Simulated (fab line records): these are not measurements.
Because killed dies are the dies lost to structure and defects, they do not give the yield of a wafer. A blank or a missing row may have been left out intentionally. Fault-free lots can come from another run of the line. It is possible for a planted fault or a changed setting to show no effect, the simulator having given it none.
fab line records :: flow nandHarc
record
  lots=6
  wafers=18
  lastDay=34
route steps=1302 shown A_WL_FILL@956
lots untouched by any fault: they come from a run of this same line in which no faults occurred
startH: start of the lot's first displayed wafer, in hours after the record's first day :: waitH: hours elapsed since this lot's preceding step :: " the same as in the row above :: L1.1+2: one row covering several wafers at once :: - value missing, or start not given :: * or withheld: withheld :: < > ~ a bound
route shown NAME@n: a module of which the file shows steps, and the number in the route of the first :: usual: mean/standard deviation of fault-free wafers :: same: alike in all rows :: chamber/n: place in a boat :: sites: readings site by site :: _std_site: their standard deviation :: _edge_site: inner sites' mean taken away from outer sites' mean :: radiusMm: how far each site lies from the wafer's centre :: mask NAME#n: copy n :: behind: tool/chamber where the wafer was last shaped :: hold: why the lot went on hold/how many hours it stayed there/how the hold came to an end :: device: transistor that didn't switch, given as n, p or np :: end of line: the same wafers' tests at the end of the route :: a step with no rows: only its recipe :: killed: not the wafer's yield, but the dies lost to structure and defects at the first sort :: map: dies across one wafer; x = killed, . = not, _ = none there
set.NAME: the setting the step ran with; set.NAME@STEP: the setting that earlier step ran with :: model.NAME: the simulator's own value behind a step, which no gauge read
lots seen at some steps along the route; tables by step, rows by wafer
services: from which hour (startH, from the record's first day; less than 0 if before it) a tool's chamber was out of use, for how many hours, and why
## steps
# step NHARC_A_WL_FILL_CVD_03
# recipe
  targetThkA=400
  tempC=300
  pressureTorr=40
  wf6FlowSccm=40
  h2FlowSccm=1600
  arFlowSccm=1560
  timeS=279
  material=W
# step NHARC_A_WL_FILL_ETCHBACK_04
# recipe
  targetDepthA=600
  timeS=120
  chemistry=NF3
# usual
  drypumpMotorCurrentA=5.66/0.25
  oesProductAu=1.003/0.0075
  runLengthS=141.4/0.33
lot.wafer: L752.2
tool: rieMetal-03
chamber: 0
startH: 484.01
waitH: 0.3
drypumpMotorCurrentA: 5.46
oesProductAu: 1.005
rfHoursCounterH: 2.3
runLengthS: 141.0

lot.wafer: L752.4
tool: rieMetal-03
chamber: 0
startH: 484.01
waitH: 0.3
drypumpMotorCurrentA: 5.47
oesProductAu: 1.000
rfHoursCounterH: -
runLengthS: 140.7

lot.wafer: L752.3
tool: rieMetal-03
chamber: 1
startH: 484.01
waitH: 0.3
drypumpMotorCurrentA: 5.93
oesProductAu: 0.990
rfHoursCounterH: -
runLengthS: 142.1

lot.wafer: L756.1
tool: rieMetal-01
chamber: 0
startH: 526.33
waitH: 0.3
drypumpMotorCurrentA: 5.68
oesProductAu: 0.998
rfHoursCounterH: 2.3
runLengthS: 141.2

lot.wafer: L756.2
tool: rieMetal-01
chamber: 1
startH: 526.33
waitH: 0.3
drypumpMotorCurrentA: 5.88
oesProductAu: 0.989
rfHoursCounterH: 2.3
runLengthS: 141.4

lot.wafer: L756.6
tool: rieMetal-01
chamber: 1
startH: 526.33
waitH: 0.3
drypumpMotorCurrentA: 5.91
oesProductAu: 1.007
rfHoursCounterH: -
runLengthS: 141.0

lot.wafer: L766.3
tool: rieMetal-01
chamber: 1
startH: 641.25
waitH: 0.3
drypumpMotorCurrentA: 5.95
oesProductAu: 1.009
rfHoursCounterH: -
runLengthS: 141.2

lot.wafer: L766.6
tool: rieMetal-01
chamber: 1
startH: 641.25
waitH: 0.3
drypumpMotorCurrentA: 5.96
oesProductAu: 1.018
rfHoursCounterH: -
runLengthS: 141.1

lot.wafer: L766.5
tool: rieMetal-01
chamber: 0
startH: 641.25
waitH: 0.3
drypumpMotorCurrentA: 5.69
oesProductAu: 1.001
rfHoursCounterH: -
runLengthS: 141.6

lot.wafer: L768.1
tool: rieMetal-01
chamber: 1
startH: 654.54
waitH: 0.6
drypumpMotorCurrentA: 5.98
oesProductAu: 1.009
rfHoursCounterH: 1.4
runLengthS: 141.3

lot.wafer: L768.4
tool: rieMetal-01
chamber: 0
startH: 654.54
waitH: 0.6
drypumpMotorCurrentA: 5.69
oesProductAu: 0.999
rfHoursCounterH: -
runLengthS: 141.4

lot.wafer: L768.6
tool: rieMetal-01
chamber: 1
startH: 654.54
waitH: 0.6
drypumpMotorCurrentA: 5.94
oesProductAu: 1.004
rfHoursCounterH: -
runLengthS: 141.4

lot.wafer: L771.3
tool: rieMetal-02
chamber: 0
startH: 693.72
waitH: 0.2
drypumpMotorCurrentA: 5.74
oesProductAu: 1.004
rfHoursCounterH: -
runLengthS: 141.4

lot.wafer: L771.4
tool: rieMetal-02
chamber: 1
startH: 693.72
waitH: 0.2
drypumpMotorCurrentA: 5.27
oesProductAu: 1.012
rfHoursCounterH: -
runLengthS: 141.4

lot.wafer: L771.6
tool: rieMetal-02
chamber: 1
startH: 693.72
waitH: 0.2
drypumpMotorCurrentA: 5.26
oesProductAu: 1.015
rfHoursCounterH: -
runLengthS: 141.3

lot.wafer: L772.1
tool: rieMetal-03
chamber: 0
startH: 705.65
waitH: 0.3
drypumpMotorCurrentA: 5.48
oesProductAu: 0.984
rfHoursCounterH: 0.0
runLengthS: 141.0

lot.wafer: L772.3
tool: rieMetal-03
chamber: 1
startH: 705.65
waitH: 0.3
drypumpMotorCurrentA: 5.91
oesProductAu: 0.994
rfHoursCounterH: -
runLengthS: 141.6

lot.wafer: L772.5
tool: rieMetal-03
chamber: 1
startH: 705.65
waitH: 0.3
drypumpMotorCurrentA: 5.91
oesProductAu: 0.993
rfHoursCounterH: -
runLengthS: 141.6
# step NHARC_A_WL_FILL_ETCHBACK_05
# recipe
  targetDepthA=220
  timeS=60
  tempC=40
  chemistry=Cl2/BCl3
# usual
  drypumpMotorCurrentA=5.66/0.25
  oesProductAu=1.003/0.0064
  runLengthS=81.4/0.31
lot.wafer: L752.2
tool: rieMetal-03
chamber: 0
startH: 484.26
waitH: 0.2
drypumpMotorCurrentA: 5.49
oesProductAu: 1.002
rfHoursCounterH: 2.4
runLengthS: 81.3

lot.wafer: L752.3
tool: rieMetal-03
chamber: 1
startH: 484.26
waitH: 0.2
drypumpMotorCurrentA: 5.93
oesProductAu: 0.997
rfHoursCounterH: -
runLengthS: 82.0

lot.wafer: L752.4
tool: rieMetal-03
chamber: 0
startH: 484.26
waitH: 0.2
drypumpMotorCurrentA: 5.47
oesProductAu: 1.010
rfHoursCounterH: -
runLengthS: 81.0

lot.wafer: L756.1
tool: rieMetal-01
chamber: 0
startH: 526.57
waitH: 0.2
drypumpMotorCurrentA: 5.69
oesProductAu: 0.999
rfHoursCounterH: 2.4
runLengthS: 81.9

lot.wafer: L756.2
tool: rieMetal-01
chamber: 1
startH: 526.57
waitH: 0.2
drypumpMotorCurrentA: 5.91
oesProductAu: 0.998
rfHoursCounterH: 2.4
runLengthS: 81.2

lot.wafer: L756.6
tool: rieMetal-01
chamber: 1
startH: 526.57
waitH: 0.2
drypumpMotorCurrentA: 5.92
oesProductAu: 1.003
rfHoursCounterH: -
runLengthS: 81.1

lot.wafer: L766.3
tool: rieMetal-01
chamber: 0
startH: 641.46
waitH: 0.2
drypumpMotorCurrentA: 5.69
oesProductAu: 1.006
rfHoursCounterH: -
runLengthS: 81.4

lot.wafer: L766.5
tool: rieMetal-01
chamber: 1
startH: 641.46
waitH: 0.2
drypumpMotorCurrentA: 5.90
oesProductAu: 1.005
rfHoursCounterH: -
runLengthS: 81.0

lot.wafer: L766.6
tool: rieMetal-01
chamber: 0
startH: 641.46
waitH: 0.2
drypumpMotorCurrentA: 5.70
oesProductAu: 1.001
rfHoursCounterH: -
runLengthS: 81.1

lot.wafer: L768.1
tool: rieMetal-01
chamber: 0
startH: 654.79
waitH: 0.2
drypumpMotorCurrentA: 5.69
oesProductAu: 1.007
rfHoursCounterH: 1.5
runLengthS: 81.7

lot.wafer: L768.4
tool: rieMetal-01
chamber: 1
startH: 654.79
waitH: 0.2
drypumpMotorCurrentA: 5.96
oesProductAu: 1.006
rfHoursCounterH: -
runLengthS: 81.2

lot.wafer: L768.6
tool: rieMetal-01
chamber: 0
startH: 654.79
waitH: 0.2
drypumpMotorCurrentA: 5.68
oesProductAu: 0.992
rfHoursCounterH: -
runLengthS: 81.1

lot.wafer: L771.3
tool: rieMetal-02
chamber: 0
startH: 693.92
waitH: 0.2
drypumpMotorCurrentA: 5.76
oesProductAu: 1.003
rfHoursCounterH: -
runLengthS: 81.5

lot.wafer: L771.4
tool: rieMetal-02
chamber: 1
startH: 693.92
waitH: 0.2
drypumpMotorCurrentA: 5.24
oesProductAu: 1.008
rfHoursCounterH: -
runLengthS: 81.6

lot.wafer: L771.6
tool: rieMetal-02
chamber: 0
startH: 693.92
waitH: 0.2
drypumpMotorCurrentA: 5.79
oesProductAu: 1.009
rfHoursCounterH: -
runLengthS: 81.8

lot.wafer: L772.1
tool: rieMetal-03
chamber: 0
startH: 705.87
waitH: 0.2
drypumpMotorCurrentA: 5.46
oesProductAu: 0.985
rfHoursCounterH: 0.1
runLengthS: 81.0

lot.wafer: L772.3
tool: rieMetal-03
chamber: 1
startH: 705.87
waitH: 0.2
drypumpMotorCurrentA: 5.93
oesProductAu: 0.999
rfHoursCounterH: -
runLengthS: 81.5

lot.wafer: L772.5
tool: rieMetal-03
chamber: 1
startH: 705.87
waitH: 0.2
drypumpMotorCurrentA: 5.93
oesProductAu: 1.005
rfHoursCounterH: -
runLengthS: 81.5
# step NHARC_A_WL_FILL_STRIP_27
# recipe
  powerW=1500
  tempC=250
  timeS=20
  chemistry=N2/H2
# step NHARC_A_WL_FILL_STRIP_28
# recipe
  timeS=1200
  tempC=72.5
  chemistry=postEtchResidueRemover
# step NHARC_A_WL_FILL_PRECLEAN_06
# recipe
  timeS=300
  chemistry=DIW
# step NHARC_A_WL_FILL_SRD_07
# step NHARC_A_WL_FILL_ANNEAL_08
# recipe
  tempC=450
  timeS=1800
# step NHARC_A_WL_FILL_ALD_10
# recipe
  targetThkA=500
  pulseTimeS=10
  aldCycles=500
  tempC=300
  material=SiO2
# usual
  heaterPowerW=458/42
  precursorPulseHeightRel=1.000/0.02
lot.wafer: L752.2
tool: aldHk-03
chamber: 1
startH: 491.65
waitH: 0.6
heaterPowerW: 418
precursorPulseHeightRel: 0.974

lot.wafer: L752.4
tool: aldHk-03
chamber: 2
startH: 491.65
waitH: 0.6
heaterPowerW: 436
precursorPulseHeightRel: 1.009

lot.wafer: L752.3
tool: aldHk-03
chamber: 0
startH: 493.20
waitH: 2.2
heaterPowerW: 447
precursorPulseHeightRel: 1.011

lot.wafer: L756.1
tool: aldHk-03
chamber: 2
startH: 532.73
waitH: 1.1
heaterPowerW: 438
precursorPulseHeightRel: 1.011

lot.wafer: L756.2
tool: aldHk-03
chamber: 3
startH: 532.73
waitH: 1.1
heaterPowerW: 504
precursorPulseHeightRel: 0.979

lot.wafer: L756.6
tool: aldHk-03
chamber: 0
startH: 532.73
waitH: 1.1
heaterPowerW: 445
precursorPulseHeightRel: 0.987

lot.wafer: L766.3
tool: aldHk-01
chamber: 2
startH: 646.48
waitH: 0.1
heaterPowerW: 432
precursorPulseHeightRel: 1.015

lot.wafer: L766.6
tool: aldHk-01
chamber: 2
startH: 648.55
waitH: 2.1
heaterPowerW: 423
precursorPulseHeightRel: 1.006

lot.wafer: L766.5
tool: aldHk-01
chamber: 3
startH: 648.55
waitH: 2.1
heaterPowerW: 425
precursorPulseHeightRel: 1.016

lot.wafer: L768.4
tool: aldHk-02
chamber: 1
startH: 661.04
waitH: 1.1
heaterPowerW: 504
precursorPulseHeightRel: 0.995

lot.wafer: L768.1
tool: aldHk-02
chamber: 2
startH: 661.04
waitH: 1.1
heaterPowerW: 463
precursorPulseHeightRel: 1.000

lot.wafer: L768.6
tool: aldHk-02
chamber: 0
startH: 662.62
waitH: 2.7
heaterPowerW: 461
precursorPulseHeightRel: 0.984

lot.wafer: L771.4
tool: aldHk-02
chamber: 3
startH: 699.98
waitH: 1.1
heaterPowerW: 528
precursorPulseHeightRel: 1.007

lot.wafer: L771.3
tool: aldHk-02
chamber: 0
startH: 699.98
waitH: 1.1
heaterPowerW: 459
precursorPulseHeightRel: 1.014

lot.wafer: L771.6
tool: aldHk-02
chamber: 2
startH: 701.53
waitH: 2.6
heaterPowerW: 464
precursorPulseHeightRel: 1.013

lot.wafer: L772.3
tool: aldHk-01
chamber: 3
startH: 716.50
waitH: 0.6
heaterPowerW: 406
precursorPulseHeightRel: 1.001

lot.wafer: L772.1
tool: aldHk-01
chamber: 0
startH: 716.50
waitH: 0.6
heaterPowerW: 497
precursorPulseHeightRel: 1.011

lot.wafer: L772.5
tool: aldHk-01
chamber: 2
startH: 718.02
waitH: 2.1
heaterPowerW: 402
precursorPulseHeightRel: 0.994
# step NHARC_A_WL_FILL_ETCHBACK_16
# recipe
  targetDepthA=1200
  timeS=24
  c4f8FlowSccm=withheld
  o2FlowSccm=8
  arFlowSccm=withheld
  rfW=600
  biasW=800
  chemistry=C4F8/O2/Ar
# usual
  oesProductAu=0.983/0.029
  rfVppV=723/4.1
  runLengthS=45.3/0.48
lot.wafer: L752.3
tool: rieDiel-01
chamber: 3
startH: -
waitH: -
oesProductAu: 0.994
rfHoursCounterH: 8.2
rfVppV: 722
runLengthS: 45.3

lot.wafer: L752.2
tool: rieDiel-01
chamber: 0
startH: -
waitH: -
oesProductAu: 1.009
rfHoursCounterH: 7.3
rfVppV: 718
runLengthS: 45.3

lot.wafer: L752.4
tool: rieDiel-01
chamber: 1
startH: -
waitH: -
oesProductAu: 1.002
rfHoursCounterH: 6.8
rfVppV: 726
runLengthS: 45.5

lot.wafer: L756.2
tool: rieDiel-01
chamber: 2
startH: -
waitH: -
oesProductAu: 0.997
rfHoursCounterH: 9.3
rfVppV: 719
runLengthS: 45.7

lot.wafer: L756.1
tool: rieDiel-01
chamber: 0
startH: -
waitH: -
oesProductAu: 1.003
rfHoursCounterH: 8.2
rfVppV: 719
runLengthS: 45.5

lot.wafer: L756.6
tool: rieDiel-01
chamber: 3
startH: -
waitH: -
oesProductAu: 0.994
rfHoursCounterH: -
rfVppV: 724
runLengthS: 45.2

lot.wafer: L766.3
tool: rieDiel-02
chamber: 3
startH: -
waitH: -
oesProductAu: 0.999
rfHoursCounterH: 1.4
rfVppV: 721
runLengthS: 44.6

lot.wafer: L766.5
tool: rieDiel-02
chamber: 3
startH: -
waitH: -
oesProductAu: 0.999
rfHoursCounterH: -
rfVppV: 722
runLengthS: 44.4

lot.wafer: L766.6
tool: rieDiel-02
chamber: 0
startH: -
waitH: -
oesProductAu: 0.981
rfHoursCounterH: -
rfVppV: 721
runLengthS: 44.5

lot.wafer: L768.1
tool: rieDiel-02
chamber: 2
startH: -
waitH: -
oesProductAu: 1.010
rfHoursCounterH: 2.5
rfVppV: 721
runLengthS: 44.6

lot.wafer: L768.4
tool: rieDiel-02
chamber: 1
startH: -
waitH: -
oesProductAu: 0.991
rfHoursCounterH: 2.7
rfVppV: 729
runLengthS: 45.4

lot.wafer: L768.6
tool: rieDiel-02
chamber: 2
startH: -
waitH: -
oesProductAu: 1.005
rfHoursCounterH: -
rfVppV: 722
runLengthS: 45.0

lot.wafer: L771.4
tool: rieDiel-02
chamber: 3
startH: -
waitH: -
oesProductAu: 0.928
rfHoursCounterH: 2.8
rfVppV: 721
runLengthS: 44.4

lot.wafer: L771.3
tool: rieDiel-02
chamber: 1
startH: -
waitH: -
oesProductAu: 0.924
rfHoursCounterH: 4.1
rfVppV: 730
runLengthS: 46.0

lot.wafer: L771.6
tool: rieDiel-02
chamber: 0
startH: -
waitH: -
oesProductAu: 0.926
rfHoursCounterH: -
rfVppV: 720
runLengthS: 44.9

lot.wafer: L772.1
tool: rieDiel-01
chamber: 0
startH: -
waitH: -
oesProductAu: 0.993
rfHoursCounterH: 8.3
rfVppV: 718
runLengthS: 45.2

lot.wafer: L772.3
tool: rieDiel-01
chamber: 2
startH: -
waitH: -
oesProductAu: 0.998
rfHoursCounterH: 8.2
rfVppV: 718
runLengthS: 46.6

lot.wafer: L772.5
tool: rieDiel-01
chamber: 0
startH: -
waitH: -
oesProductAu: 1.007
rfHoursCounterH: -
rfVppV: 719
runLengthS: 45.4
# step NHARC_A_WL_FILL_STRIP_29
# recipe
  timeS=20
  o2FlowSccm=500
  arFlowSccm=0
  biasW=0
  chemistry=O2
# usual
  drypumpMotorCurrentA=5.6/0.43
  oesProductAu=1.000/0.0072
  rfVppV=57.7/0.84
  showerheadPlenumPTorr=3.51/0.13
  throttleValvePct=17.037/0.0089
lot.wafer: L752.4
tool: rieDiel-01
chamber: 1
startH: 496.42
waitH: 0.1
drypumpMotorCurrentA: 5.8
oesProductAu: 1.006
rfHoursCounterH: 6.8
rfVppV: 58.0
showerheadPlenumPTorr: 3.63
throttleValvePct: 17.037

lot.wafer: L752.2
tool: rieDiel-01
chamber: 2
startH: 496.42
waitH: 0.1
drypumpMotorCurrentA: 5.2
oesProductAu: 1.006
rfHoursCounterH: 8.4
rfVppV: 56.9
showerheadPlenumPTorr: 3.37
throttleValvePct: 17.026

lot.wafer: L752.3
tool: rieDiel-01
chamber: 3
startH: 496.42
waitH: 0.1
drypumpMotorCurrentA: 6.5
oesProductAu: 0.994
rfHoursCounterH: 8.2
rfVppV: 57.8
showerheadPlenumPTorr: 3.49
throttleValvePct: 17.053

lot.wafer: L756.1
tool: rieDiel-01
chamber: 3
startH: 536.92
waitH: 0.5
drypumpMotorCurrentA: 6.5
oesProductAu: 0.987
rfHoursCounterH: 9.1
rfVppV: 57.6
showerheadPlenumPTorr: 3.48
throttleValvePct: 17.035

lot.wafer: L756.2
tool: rieDiel-01
chamber: 0
startH: 536.92
waitH: 0.5
drypumpMotorCurrentA: 5.5
oesProductAu: 1.004
rfHoursCounterH: 8.2
rfVppV: 58.1
showerheadPlenumPTorr: 3.40
throttleValvePct: 17.037

lot.wafer: L756.6
tool: rieDiel-01
chamber: 1
startH: 536.92
waitH: 0.5
drypumpMotorCurrentA: 5.8
oesProductAu: 0.990
rfHoursCounterH: -
rfVppV: 57.8
showerheadPlenumPTorr: 3.63
throttleValvePct: 17.029

lot.wafer: L766.3
tool: rieDiel-02
chamber: 3
startH: 651.23
waitH: 0.1
drypumpMotorCurrentA: 5.8
oesProductAu: 1.012
rfHoursCounterH: 1.4
rfVppV: 58.0
showerheadPlenumPTorr: 3.47
throttleValvePct: 17.038

lot.wafer: L766.5
tool: rieDiel-02
chamber: 2
startH: 651.23
waitH: 0.1
drypumpMotorCurrentA: 5.3
oesProductAu: 1.001
rfHoursCounterH: -
rfVppV: 58.8
showerheadPlenumPTorr: 3.49
throttleValvePct: 17.024

lot.wafer: L766.6
tool: rieDiel-02
chamber: 3
startH: 651.23
waitH: 0.1
drypumpMotorCurrentA: 5.8
oesProductAu: 1.011
rfHoursCounterH: -
rfVppV: 57.7
showerheadPlenumPTorr: 3.47
throttleValvePct: 17.025

lot.wafer: L768.1
tool: rieDiel-02
chamber: 3
startH: 664.79
waitH: 0.1
drypumpMotorCurrentA: 5.8
oesProductAu: 0.998
rfHoursCounterH: 1.7
rfVppV: 58.2
showerheadPlenumPTorr: 3.47
throttleValvePct: 17.048

lot.wafer: L768.4
tool: rieDiel-02
chamber: 0
startH: 664.79
waitH: 0.1
drypumpMotorCurrentA: 6.4
oesProductAu: 0.993
rfHoursCounterH: 2.5
rfVppV: 56.8
showerheadPlenumPTorr: 3.44
throttleValvePct: 17.025

lot.wafer: L768.6
tool: rieDiel-02
chamber: 0
startH: 664.79
waitH: 0.1
drypumpMotorCurrentA: 6.3
oesProductAu: 0.996
rfHoursCounterH: -
rfVppV: 56.2
showerheadPlenumPTorr: 3.44
throttleValvePct: 17.036

lot.wafer: L771.4
tool: rieDiel-02
chamber: 0
startH: 703.68
waitH: 0.1
drypumpMotorCurrentA: 6.4
oesProductAu: 0.993
rfHoursCounterH: 3.7
rfVppV: 55.8
showerheadPlenumPTorr: 3.44
throttleValvePct: 17.047

lot.wafer: L771.3
tool: rieDiel-02
chamber: 1
startH: 703.68
waitH: 0.1
drypumpMotorCurrentA: 5.2
oesProductAu: 0.999
rfHoursCounterH: 4.1
rfVppV: 57.4
showerheadPlenumPTorr: 3.74
throttleValvePct: 17.038

lot.wafer: L771.6
tool: rieDiel-02
chamber: 3
startH: 703.68
waitH: 0.1
drypumpMotorCurrentA: 5.8
oesProductAu: 1.002
rfHoursCounterH: -
rfVppV: 56.9
showerheadPlenumPTorr: 3.47
throttleValvePct: 17.037

lot.wafer: L772.3
tool: rieDiel-01
chamber: 1
startH: 720.68
waitH: 0.1
drypumpMotorCurrentA: 5.8
oesProductAu: 1.005
rfHoursCounterH: 9.3
rfVppV: 59.1
showerheadPlenumPTorr: 3.62
throttleValvePct: 17.039

lot.wafer: L772.1
tool: rieDiel-01
chamber: 2
startH: 720.68
waitH: 0.1
drypumpMotorCurrentA: 5.2
oesProductAu: 1.009
rfHoursCounterH: 8.2
rfVppV: 56.2
showerheadPlenumPTorr: 3.37
throttleValvePct: 17.043

lot.wafer: L772.5
tool: rieDiel-01
chamber: 0
startH: 720.68
waitH: 0.1
drypumpMotorCurrentA: 5.4
oesProductAu: 0.995
rfHoursCounterH: -
rfVppV: 58.3
showerheadPlenumPTorr: 3.39
throttleValvePct: 17.041
# step NHARC_A_WL_FILL_ETCHBACK_17
# recipe
  targetDepthA=40
  timeS=26.7
  chemistry=Cl2/BCl3
# usual
  drypumpMotorCurrentA=5.68/0.25
  oesProductAu=1.001/0.007
  runLengthS=48.1/0.33
lot.wafer: L752.2
tool: rieMetal-03
chamber: 1
startH: 496.54
waitH: -
drypumpMotorCurrentA: 5.92
oesProductAu: 0.986
rfHoursCounterH: -
runLengthS: 48.3

lot.wafer: L752.3
tool: rieMetal-03
chamber: 1
startH: 496.54
waitH: -
drypumpMotorCurrentA: 5.94
oesProductAu: 0.995
rfHoursCounterH: -
runLengthS: 48.5

lot.wafer: L752.4
tool: rieMetal-03
chamber: 1
startH: 496.54
waitH: -
drypumpMotorCurrentA: 5.93
oesProductAu: 0.998
rfHoursCounterH: -
runLengthS: 48.3

lot.wafer: L756.1
tool: rieMetal-01
chamber: 1
startH: 537.00
waitH: -
drypumpMotorCurrentA: 5.91
oesProductAu: 0.992
rfHoursCounterH: 2.5
runLengthS: 47.9

lot.wafer: L756.2
tool: rieMetal-01
chamber: 0
startH: 537.00
waitH: -
drypumpMotorCurrentA: 5.70
oesProductAu: 0.995
rfHoursCounterH: 2.5
runLengthS: 47.9

lot.wafer: L756.6
tool: rieMetal-01
chamber: 0
startH: 537.00
waitH: -
drypumpMotorCurrentA: 5.69
oesProductAu: 0.992
rfHoursCounterH: -
runLengthS: 48.3

lot.wafer: L766.3
tool: rieMetal-03
chamber: 1
startH: 651.37
waitH: -
drypumpMotorCurrentA: 5.92
oesProductAu: 0.998
rfHoursCounterH: -
runLengthS: 48.6

lot.wafer: L766.6
tool: rieMetal-03
chamber: 0
startH: 651.37
waitH: -
drypumpMotorCurrentA: 5.49
oesProductAu: 1.003
rfHoursCounterH: -
runLengthS: 34.8

lot.wafer: L766.5
tool: rieMetal-03
chamber: 1
startH: 651.37
waitH: -
drypumpMotorCurrentA: 5.91
oesProductAu: 1.000
rfHoursCounterH: -
runLengthS: 35.3

lot.wafer: L768.1
tool: rieMetal-03
chamber: 1
startH: 664.88
waitH: -
drypumpMotorCurrentA: 5.91
oesProductAu: 0.991
rfHoursCounterH: 3.1
runLengthS: 48.6

lot.wafer: L768.4
tool: rieMetal-03
chamber: 1
startH: 664.88
waitH: -
drypumpMotorCurrentA: 5.90
oesProductAu: 1.004
rfHoursCounterH: -
runLengthS: 48.7

lot.wafer: L768.6
tool: rieMetal-03
chamber: 0
startH: 664.88
waitH: -
drypumpMotorCurrentA: 5.51
oesProductAu: 1.008
rfHoursCounterH: -
runLengthS: 34.8

lot.wafer: L771.4
tool: rieMetal-01
chamber: 1
startH: 703.80
waitH: -
drypumpMotorCurrentA: 5.94
oesProductAu: 1.007
rfHoursCounterH: -
runLengthS: 47.7

lot.wafer: L771.3
tool: rieMetal-01
chamber: 0
startH: 703.80
waitH: -
drypumpMotorCurrentA: 5.69
oesProductAu: 0.999
rfHoursCounterH: -
runLengthS: 47.9

lot.wafer: L771.6
tool: rieMetal-01
chamber: 1
startH: 703.80
waitH: -
drypumpMotorCurrentA: 5.92
oesProductAu: 1.007
rfHoursCounterH: -
runLengthS: 47.8

lot.wafer: L772.1
tool: rieMetal-02
chamber: 0
startH: 720.78
waitH: -
drypumpMotorCurrentA: 5.77
oesProductAu: 1.000
rfHoursCounterH: 1.6
runLengthS: 48.3

lot.wafer: L772.3
tool: rieMetal-02
chamber: 1
startH: 720.78
waitH: -
drypumpMotorCurrentA: 5.23
oesProductAu: 1.018
rfHoursCounterH: -
runLengthS: 48.0

lot.wafer: L772.5
tool: rieMetal-02
chamber: 0
startH: 720.78
waitH: -
drypumpMotorCurrentA: 5.77
oesProductAu: 1.000
rfHoursCounterH: -
runLengthS: 48.4
# step NHARC_A_WL_FILL_PRECLEAN_18
# recipe
  timeS=30
  chemistry=dHF
## services
tool: rieMetal-03
chamber: 1
startH: 471.03
hours: 1.6
kind: repair

tool: aldHk-01
chamber: -
startH: 476.25
hours: 10.0
kind: pm

tool: rieMetal-03
chamber: 0
startH: 485.44
hours: 72.6
kind: repair

tool: rieDiel-02
chamber: 0
startH: 489.18
hours: 11.0
kind: repair

tool: rieDiel-01
chamber: 2
startH: 510.22
hours: 2.7
kind: repair

tool: rieMetal-03
chamber: -
startH: 519.00
hours: 9.0
kind: pm

tool: aldHk-02
chamber: -
startH: 527.23
hours: 10.0
kind: pm

tool: rieDiel-01
chamber: -
startH: 557.80
hours: 9.0
kind: pm

tool: rieMetal-02
chamber: 0
startH: 567.14
hours: 1.1
kind: repair

tool: aldHk-02
chamber: -
startH: 567.58
hours: 0.2
kind: repair

tool: aldHk-03
chamber: -
startH: 569.12
hours: 10.0
kind: pm

tool: rieMetal-03
chamber: 0
startH: 569.95
hours: 16.0
kind: repair

tool: rieDiel-02
chamber: -
startH: 570.74
hours: 9.0
kind: pm

tool: rieMetal-01
chamber: -
startH: 575.00
hours: 9.0
kind: pm

tool: aldHk-02
chamber: -
startH: 595.28
hours: 0.6
kind: repair

tool: rieDiel-02
chamber: 3
startH: 620.46
hours: 6.7
kind: repair

tool: rieDiel-01
chamber: 3
startH: 624.05
hours: 5.0
kind: repair

tool: rieDiel-01
chamber: 1
startH: 625.60
hours: 4.1
kind: repair

tool: rieMetal-02
chamber: -
startH: 631.00
hours: 9.0
kind: pm

tool: rieMetal-03
chamber: 0
startH: 644.16
hours: 3.7
kind: repair

tool: rieDiel-01
chamber: 0
startH: 652.84
hours: 15.8
kind: repair

tool: rieMetal-01
chamber: 1
startH: 662.53
hours: 2.4
kind: repair

tool: rieDiel-02
chamber: 2
startH: 687.50
hours: 4.1
kind: repair

tool: rieMetal-03
chamber: -
startH: 696.00
hours: 9.0
kind: pm
## key
firstSign
  step=NHARC_A_WL_FILL_ETCHBACK_17
  reading=runLengthS
  direction=down
  sigmas=40
  usual=*
  struck=*
effect none on later readings
metAt NHARC_A_WL_FILL_ETCHBACK_17
struckWafers L766.5,L766.6,L768.6
laterRowsLeftOut L766.5,L766.6,L768.6
sortLeftOut L766.5,L766.6,L768.6
testerLeftOut L766,L768
onsetBetween 496.54 651.37
fault
  kind=processParameterDrift
  tool=rieMetal-03
  chamber=-
  onsetH=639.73
  steps=NHARC_A_WL_FILL_ETCHBACK_17
  channel=timeS
  offset=*
  shape=step
  endH=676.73
  scope=struckWafersOnly
  actsIn=*
  stated=*
# testerLeftOut: of these lots the tester's yield and bins aren't shown, on N5 and GAA mostly nor the transistor test; their killed dies are dies lost to structure and defects alone, not to doping, threshold or leakage, so they don't give the yield
# sortLeftOut: the simulated sort isn't trusted on such a fault, so these wafers' sort isn't shown, and their yield isn't known
# laterRowsLeftOut: the simulator's readings of these wafers behind a module that went badly wrong aren't trusted and aren't shown, but for the sort
